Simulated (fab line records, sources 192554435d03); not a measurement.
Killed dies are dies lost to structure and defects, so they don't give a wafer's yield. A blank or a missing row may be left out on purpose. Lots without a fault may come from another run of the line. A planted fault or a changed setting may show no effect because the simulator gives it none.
Which tool did it? | flow n5_finfet | 24 lots, 72 wafers sampled, at 6 steps of a route of 1938

WHAT THE GAUGES READ, wafer by wafer
The record holds no reading of a measuring or inspecting step that can be judged against a usual standard deviation.

WHICH TOOL RAN EACH LOT (tool, then ch and the chambers of the sampled wafers, then the start)
lot  | N5_BEOL_M2_ETCHBACK_99             | N5_BEOL_M2_SPUTTER_79        | N5_BEOL_M2_ANNEAL_89         | N5_BEOL_M2_SPUTTER_94        | N5_BEOL_M2_ANNEAL_51             | N5_BEOL_M2_PRE_CLEAN_60
L074 | rie_diel-02 ch 0,1, day 6 21:48    | pvd_sputter-01, day 6 23:22  | pvd_sputter-01, day 7 00:07  | pvd_sputter-01, day 7 00:41  | rtp_anneal-02 ch 0, day 7 01:23  | cvd_co-01 ch 0,1,2, day 7 01:58
L075 | rie_diel-06 ch 0,1,3, day 7 05:11  | pvd_sputter-01, day 7 08:00  | pvd_sputter-01, day 7 08:44  | pvd_sputter-01, day 7 09:19  | rtp_anneal-02 ch 0, day 7 09:47  | cvd_co-01 ch 1,2, day 7 10:22
L076 | rie_diel-06 ch 0,3, day 7 09:36    | pvd_sputter-02, day 7 12:56  | pvd_sputter-02, day 7 13:40  | pvd_sputter-02, day 7 14:15  | rtp_anneal-02 ch 0, day 7 14:45  | cvd_co-02 ch 0,2, day 7 15:39
L077 | rie_diel-02 ch 1,2,3, day 7 09:37  | pvd_sputter-03, day 7 11:36  | pvd_sputter-03, day 7 12:20  | pvd_sputter-03, day 7 12:55  | rtp_anneal-02 ch 0, day 7 13:20  | cvd_co-02 ch 0,1,2, day 7 13:58
L078 | rie_diel-01 ch 0,1, day 7 18:04    | pvd_sputter-01, day 7 19:43  | pvd_sputter-01, day 7 20:28  | pvd_sputter-01, day 7 21:02  | rtp_anneal-02 ch 0, day 7 21:27  | cvd_co-02 ch 1,2, day 7 22:05
L079 | rie_diel-02 ch 1,2,3, day 7 20:58  | pvd_sputter-02, day 7 22:38  | pvd_sputter-02, day 7 23:22  | pvd_sputter-02, day 7 23:57  | rtp_anneal-01 ch 0, day 8 00:22  | cvd_co-02 ch 1,2, day 8 00:59
L080 | rie_diel-02 ch 0,1,3, day 8 08:40  | pvd_sputter-01, day 8 12:21  | pvd_sputter-01, day 8 13:05  | pvd_sputter-01, day 8 13:40  | rtp_anneal-01 ch 0, day 8 14:13  | cvd_co-01 ch 0,1,2, day 8 14:49
L081 | rie_diel-02 ch 0,1,2, day 8 18:26  | pvd_sputter-01, day 8 20:07  | pvd_sputter-01, day 8 20:52  | pvd_sputter-01, day 8 21:26  | rtp_anneal-01 ch 0, day 8 21:55  | cvd_co-01 ch 0,1,2, day 8 22:30
L082 | rie_diel-06 ch 0,1,2, day 8 18:30  | pvd_sputter-03, day 8 20:08  | pvd_sputter-03, day 8 20:53  | pvd_sputter-03, day 8 21:28  | rtp_anneal-02 ch 0, day 8 22:02  | cvd_co-02 ch 0,1,2, day 8 22:36
L083 | rie_diel-01 ch 1,2,3, day 9 02:32  | pvd_sputter-01, day 9 04:18  | pvd_sputter-01, day 9 05:02  | pvd_sputter-01, day 9 05:37  | rtp_anneal-02 ch 0, day 9 06:02  | cvd_co-01 ch 0,2, day 9 06:40
L084 | rie_diel-06 ch 1,3, day 9 06:13    | pvd_sputter-01, day 9 07:59  | pvd_sputter-01, day 9 08:43  | pvd_sputter-01, day 9 09:18  | rtp_anneal-02 ch 0, day 9 09:47  | cvd_co-01 ch 0,2, day 9 10:22
L085 | rie_diel-02 ch 0,1,3, day 10 00:06 | pvd_sputter-02, day 10 01:30 | pvd_sputter-02, day 10 02:14 | pvd_sputter-02, day 10 02:49 | rtp_anneal-01 ch 0, day 10 03:26 | cvd_co-01 ch 1,2, day 10 03:59
L087 | rie_diel-06 ch 0,1,2, day 10 10:16 | pvd_sputter-03, day 10 11:56 | pvd_sputter-03, day 10 12:40 | pvd_sputter-03, day 10 13:15 | rtp_anneal-02 ch 0, day 10 13:40 | cvd_co-02 ch 0,1,2, day 10 14:17
L088 | rie_diel-01 ch 1,3, day 10 10:17   | pvd_sputter-02, day 10 12:07 | pvd_sputter-02, day 10 12:51 | pvd_sputter-02, day 10 13:26 | rtp_anneal-02 ch 0, day 10 13:56 | cvd_co-02 ch 0,1,2, day 10 14:36
L086 | rie_diel-02 ch 1,2,3, day 10 10:23 | pvd_sputter-02, day 10 14:03 | pvd_sputter-02, day 10 14:47 | pvd_sputter-02, day 10 15:22 | rtp_anneal-01 ch 0, day 10 15:53 | cvd_co-01 ch 0,1,2, day 10 16:29
L089 | rie_diel-02 ch 0,2,3, day 10 13:19 | pvd_sputter-01, day 10 14:46 | pvd_sputter-01, day 10 15:30 | pvd_sputter-01, day 10 16:05 | rtp_anneal-01 ch 0, day 10 16:31 | cvd_co-01 ch 0,1, day 10 17:08
L090 | rie_diel-02 ch 0,1,3, day 10 13:47 | pvd_sputter-03, day 10 15:32 | pvd_sputter-03, day 10 16:17 | pvd_sputter-03, day 10 16:52 | rtp_anneal-01 ch 0, day 10 17:17 | cvd_co-01 ch 0,1,2, day 10 17:55
L091 | rie_diel-02 ch 0,2, day 11 02:40   | pvd_sputter-02, day 11 04:29 | pvd_sputter-02, day 11 05:13 | pvd_sputter-02, day 11 05:48 | rtp_anneal-01 ch 0, day 11 06:13 | cvd_co-01 ch 0,2, day 11 06:50
L092 | rie_diel-02 ch 0,3, day 11 04:26   | pvd_sputter-02, day 11 06:38 | pvd_sputter-02, day 11 07:23 | pvd_sputter-02, day 11 07:58 | rtp_anneal-02 ch 0, day 11 08:25 | cvd_co-01 ch 0,1, day 11 09:00
L093 | rie_diel-01 ch 0,1,3, day 11 13:36 | pvd_sputter-02, day 11 16:08 | pvd_sputter-02, day 11 16:53 | pvd_sputter-02, day 11 17:28 | rtp_anneal-02 ch 0, day 11 17:56 | cvd_co-02 ch 0,2, day 11 18:31
L094 | rie_diel-06 ch 0,1,2, day 12 08:18 | pvd_sputter-03, day 12 10:19 | pvd_sputter-03, day 12 11:04 | pvd_sputter-03, day 12 11:38 | rtp_anneal-02 ch 0, day 12 12:06 | cvd_co-02 ch 0,1,2, day 12 12:41
L096 | rie_diel-02 ch 0,1, day 12 09:36   | pvd_sputter-01, day 12 11:48 | pvd_sputter-01, day 12 12:32 | pvd_sputter-01, day 12 13:07 | rtp_anneal-02 ch 0, day 12 13:38 | cvd_co-02 ch 0,1, day 12 14:10
L095 | rie_diel-02 ch 0,3, day 12 10:04   | pvd_sputter-01, day 12 13:53 | pvd_sputter-01, day 12 14:37 | pvd_sputter-01, day 12 15:12 | rtp_anneal-02 ch 0, day 12 15:43 | cvd_co-01 ch 0,1,2, day 12 16:15
L097 | rie_diel-01 ch 0,1,3, day 12 23:51 | pvd_sputter-01, day 13 01:58 | pvd_sputter-01, day 13 02:42 | pvd_sputter-01, day 13 03:17 | rtp_anneal-01 ch 0, day 13 03:44 | cvd_co-01 ch 1,2, day 13 04:20
- N5_BEOL_M2_ETCHBACK_99: etches SiO2 in CHF3, target depth 5 nm, time 10.4 s.
- N5_BEOL_M2_SPUTTER_79: material Cu, target thk 4.5 nm, time 8.29 s.
- N5_BEOL_M2_ANNEAL_89: time 240 s.
- N5_BEOL_M2_SPUTTER_94: material Cu, target thk 4.5 nm, time 8.29 s.
- N5_BEOL_M2_ANNEAL_51: time 90 s.
- N5_BEOL_M2_PRE_CLEAN_60: time 15 s.

WHAT THE TOOLS THEMSELVES READ (means of the sampled wafers that have a number; where no wafer has one, the mark that the record gives instead)
N5_BEOL_M2_ETCHBACK_99. Usual: drypump_motor_current_A 5.8 A, standard deviation 0.34; oes_product_au 0.83 a.u., standard deviation 0.079; rf_vpp_V 243 V, standard deviation 4.1; showerhead_plenum_p_Torr 2.18 Torr, standard deviation 0.051; throttle_valve_pct 17.0 %, standard deviation 0.3.
lot  | tool        | drypump_motor_current_A (A) | oes_product_au (a.u.) | rf_vpp_V (V) | showerhead_plenum_p_Torr (Torr) | throttle_valve_pct (%) | flag
L074 | rie_diel-02 | 5.8                         | 0.83                  | 242          | 2.21                            | 17.0                   |
L075 | rie_diel-06 | 6.0                         | 0.86                  | 245          | 2.15                            | 17.2                   |
L076 | rie_diel-06 | 5.7                         | 0.77                  | 246          | 2.13                            | 17.3                   |
L077 | rie_diel-02 | 5.7                         | 0.85                  | 244          | 2.21                            | 16.9                   |
L078 | rie_diel-01 | 6.1                         | 0.75                  | 245          | 2.16                            | 17.1                   |
L079 | rie_diel-02 | 5.7                         | 0.83                  | 244          | 2.20                            | 16.9                   |
L080 | rie_diel-02 | 5.7                         | 0.83                  | 240          | 2.21                            | 17.0                   |
L081 | rie_diel-02 | 5.9                         | 0.82                  | 245          | 2.19                            | 17.0                   |
L082 | rie_diel-06 | 6.1                         | 0.89                  | 243          | 2.13                            | 17.0                   |
L083 | rie_diel-01 | 5.8                         | 0.86                  | 245          | 2.20                            | 17.1                   |
L084 | rie_diel-06 | 5.8                         | 0.74                  | 247          | 2.15                            | 17.3                   |
L085 | rie_diel-02 | 5.7                         | 0.80                  | 240          | 2.20                            | 17.0                   |
L087 | rie_diel-06 | 6.1                         | 0.87                  | 245          | 2.13                            | 17.0                   |
L088 | rie_diel-01 | 5.6                         | 0.88                  | 243          | 2.22                            | 17.1                   |
L086 | rie_diel-02 | 5.7                         | 0.80                  | 244          | 2.20                            | 16.9                   |
L089 | rie_diel-02 | 5.9                         | 0.84                  | 245          | 2.18                            | 16.8                   |
L090 | rie_diel-02 | 5.7                         | 0.79                  | 240          | 2.20                            | 17.0                   |
L091 | rie_diel-02 | 6.0                         | 0.84                  | 246          | 2.17                            | 16.8                   |
L092 | rie_diel-02 | 5.7                         | 0.83                  | 241          | 2.19                            | 16.8                   |
L093 | rie_diel-01 | 5.8                         | 0.86                  | 243          | 2.21                            | 17.0                   |
L094 | rie_diel-06 | 6.1                         | 0.84                  | 244          | 2.12                            | 17.1                   |
L096 | rie_diel-02 | 5.8                         | 0.77                  | 241          | 2.19                            | 17.1                   |
L095 | rie_diel-02 | 5.8                         | 0.82                  | 240          | 2.18                            | 16.8                   |
L097 | rie_diel-01 | 5.8                         | 0.84                  | 243          | 2.21                            | 17.0                   |

N5_BEOL_M2_SPUTTER_79. Usual: chamber_pressure_pa 0.07 Pa, standard deviation 0.00013; substrate_temp_c -20.01 C, standard deviation 0.096; throttle_valve_pct 29.8 %, standard deviation 1.1.
lot  | tool           | chamber_pressure_pa (Pa) | substrate_temp_c (C) | throttle_valve_pct (%) | flag
L074 | pvd_sputter-01 | 0.07                     | -19.92               | 30.8                   |
L075 | pvd_sputter-01 | 0.07                     | -20.02               | 29.7                   |
L076 | pvd_sputter-02 | 0.07                     | -19.99               | 28.4                   |
L077 | pvd_sputter-03 | 0.07                     | -20.00               | 29.7                   |
L078 | pvd_sputter-01 | 0.07                     | -20.04               | 31.0                   |
L079 | pvd_sputter-02 | 0.07                     | -20.02               | 28.8                   |
L080 | pvd_sputter-01 | 0.07                     | -20.07               | 30.9                   |
L081 | pvd_sputter-01 | 0.07                     | -19.99               | 29.9                   |
L082 | pvd_sputter-03 | 0.07                     | -19.98               | 29.4                   |
L083 | pvd_sputter-01 | 0.07                     | -20.01               | 30.6                   |
L084 | pvd_sputter-01 | 0.07                     | -20.13               | 29.8                   |
L085 | pvd_sputter-02 | 0.07                     | -20.07               | 28.5                   |
L087 | pvd_sputter-03 | 0.07                     | -20.00               | 30.4                   |
L088 | pvd_sputter-02 | 0.07                     | -20.05               | 28.4                   |
L086 | pvd_sputter-02 | 0.07                     | -20.10               | 28.9                   |
L089 | pvd_sputter-01 | 0.07                     | -20.05               | 31.7                   |
L090 | pvd_sputter-03 | 0.07                     | -19.97               | 29.6                   |
L091 | pvd_sputter-02 | 0.07                     | -20.19               | 29.2                   |
L092 | pvd_sputter-02 | 0.07                     | -20.03               | 29.0                   |
L093 | pvd_sputter-02 | 0.07                     | -20.03               | 29.4                   |
L094 | pvd_sputter-03 | 0.07                     | -19.98               | 30.3                   |
L096 | pvd_sputter-01 | 0.07                     | -19.89               | 31.3                   |
L095 | pvd_sputter-01 | 0.07                     | -19.95               | 30.2                   |
L097 | pvd_sputter-01 | 0.07                     | -19.97               | 30.6                   |

N5_BEOL_M2_ANNEAL_89. Usual: heater_power_w 816 W, standard deviation 66.
lot  | tool           | heater_power_w (W) | flag
L074 | pvd_sputter-01 | 870                |
L075 | pvd_sputter-01 | 863                |
L076 | pvd_sputter-02 | 736                |
L077 | pvd_sputter-03 | 739                |
L078 | pvd_sputter-01 | 881                |
L079 | pvd_sputter-02 | 789                |
L080 | pvd_sputter-01 | 873                |
L081 | pvd_sputter-01 | 888                |
L082 | pvd_sputter-03 | 718                |
L083 | pvd_sputter-01 | 897                |
L084 | pvd_sputter-01 | 867                |
L085 | pvd_sputter-02 | 739                |
L087 | pvd_sputter-03 | 754                |
L088 | pvd_sputter-02 | 747                |
L086 | pvd_sputter-02 | 782                |
L089 | pvd_sputter-01 | 855                |
L090 | pvd_sputter-03 | 722                |
L091 | pvd_sputter-02 | 834                |
L092 | pvd_sputter-02 | 781                |
L093 | pvd_sputter-02 | 824                |
L094 | pvd_sputter-03 | 729                |
L096 | pvd_sputter-01 | 886                |
L095 | pvd_sputter-01 | 861                |
L097 | pvd_sputter-01 | 870                |

N5_BEOL_M2_SPUTTER_94. Usual: chamber_pressure_pa 0.07001 Pa, standard deviation 0.00016; substrate_temp_c -20.02 C, standard deviation 0.1; throttle_valve_pct 29.9 %, standard deviation 1.1.
lot  | tool           | chamber_pressure_pa (Pa) | substrate_temp_c (C) | throttle_valve_pct (%) | flag
L074 | pvd_sputter-01 | 0.07018                  | -20.07               | 30.9                   |
L075 | pvd_sputter-01 | 0.07009                  | -20.12               | 29.7                   |
L076 | pvd_sputter-02 | 0.06991                  | -20.01               | 28.5                   |
L077 | pvd_sputter-03 | 0.06982                  | -20.08               | 29.7                   |
L078 | pvd_sputter-01 | 0.07006                  | -20.08               | 31.0                   |
L079 | pvd_sputter-02 | 0.07005                  | -19.88               | 28.8                   |
L080 | pvd_sputter-01 | 0.06995                  | -20.10               | 30.7                   |
L081 | pvd_sputter-01 | 0.07011                  | -19.92               | 30.1                   |
L082 | pvd_sputter-03 | 0.06997                  | -19.86               | 29.6                   |
L083 | pvd_sputter-01 | 0.07002                  | -19.91               | 30.6                   |
L084 | pvd_sputter-01 | 0.07014                  | -20.07               | 29.6                   |
L085 | pvd_sputter-02 | 0.07005                  | -20.04               | 28.5                   |
L087 | pvd_sputter-03 | 0.07006                  | -19.99               | 30.5                   |
L088 | pvd_sputter-02 | 0.06981                  | -20.15               | 28.5                   |
L086 | pvd_sputter-02 | 0.06996                  | -19.95               | 28.8                   |
L089 | pvd_sputter-01 | 0.06993                  | -19.99               | 31.6                   |
L090 | pvd_sputter-03 | 0.06997                  | -20.07               | 29.6                   |
L091 | pvd_sputter-02 | 0.07000                  | -20.09               | 29.1                   |
L092 | pvd_sputter-02 | 0.07001                  | -19.89               | 29.0                   |
L093 | pvd_sputter-02 | 0.07016                  | -20.00               | 29.1                   |
L094 | pvd_sputter-03 | 0.07004                  | -20.03               | 30.2                   |
L096 | pvd_sputter-01 | 0.06984                  | -20.07               | 31.3                   |
L095 | pvd_sputter-01 | 0.07016                  | -20.12               | 30.0                   |
L097 | pvd_sputter-01 | 0.06990                  | -20.02               | 30.7                   |

N5_BEOL_M2_ANNEAL_51. Usual: wafer_temp_C_max 225.65, standard deviation 0.17.
lot  | tool          | wafer_temp_C_max | flag
L074 | rtp_anneal-02 | 225.56           |
L075 | rtp_anneal-02 | 225.58           |
L076 | rtp_anneal-02 | 225.84           |
L077 | rtp_anneal-02 | 225.77           |
L078 | rtp_anneal-02 | 225.60           |
L079 | rtp_anneal-01 | 225.45           |
L080 | rtp_anneal-01 | 225.65           |
L081 | rtp_anneal-01 | 225.68           |
L082 | rtp_anneal-02 | 225.53           |
L083 | rtp_anneal-02 | 225.71           |
L084 | rtp_anneal-02 | 225.58           |
L085 | rtp_anneal-01 | 225.66           |
L087 | rtp_anneal-02 | 225.90           |
L088 | rtp_anneal-02 | 225.66           |
L086 | rtp_anneal-01 | 225.56           |
L089 | rtp_anneal-01 | 225.64           |
L090 | rtp_anneal-01 | 225.54           |
L091 | rtp_anneal-01 | 225.47           |
L092 | rtp_anneal-02 | 225.47           |
L093 | rtp_anneal-02 | 225.60           |
L094 | rtp_anneal-02 | 225.59           |
L096 | rtp_anneal-02 | 225.53           |
L095 | rtp_anneal-02 | 225.67           |
L097 | rtp_anneal-01 | 225.76           |

N5_BEOL_M2_PRE_CLEAN_60. Usual: heater_power_w 79 W, standard deviation 14.
lot  | tool      | heater_power_w (W) | flag
L074 | cvd_co-01 | 84                 |
L075 | cvd_co-01 | 78                 |
L076 | cvd_co-02 | 76                 |
L077 | cvd_co-02 | 70                 |
L078 | cvd_co-02 | 73                 |
L079 | cvd_co-02 | 63                 |
L080 | cvd_co-01 | 86                 |
L081 | cvd_co-01 | 87                 |
L082 | cvd_co-02 | 69                 |
L083 | cvd_co-01 | 78                 |
L084 | cvd_co-01 | 79                 |
L085 | cvd_co-01 | 86                 |
L087 | cvd_co-02 | 70                 |
L088 | cvd_co-02 | 70                 |
L086 | cvd_co-01 | 86                 |
L089 | cvd_co-01 | 93                 |
L090 | cvd_co-01 | 86                 |
L091 | cvd_co-01 | 78                 |
L092 | cvd_co-01 | 95                 |
L093 | cvd_co-02 | 80                 |
L094 | cvd_co-02 | 72                 |
L096 | cvd_co-02 | 61                 |
L095 | cvd_co-01 | 85                 |
L097 | cvd_co-01 | 85                 |

THE ANSWER, worked out from the rows above alone
Rule: a lot is off if the mean of its wafers that have a number lies more than 3 standard deviations from the usual mean. A lot without any number at a reading at which 4 lots or more have one is off too. The other lots that the step has rows for count as sound. The gauges are gone through in route order, then the tools' own readings, and for those a lot's mean is taken as printed above. The first step at which some lot is off is used, and at that step the reading that is off furthest; a lot without a number counts as furthest.
No lot is off at any reading shown: from this, nothing can be told.

WHAT THE SIMULATOR HAD PUT IN
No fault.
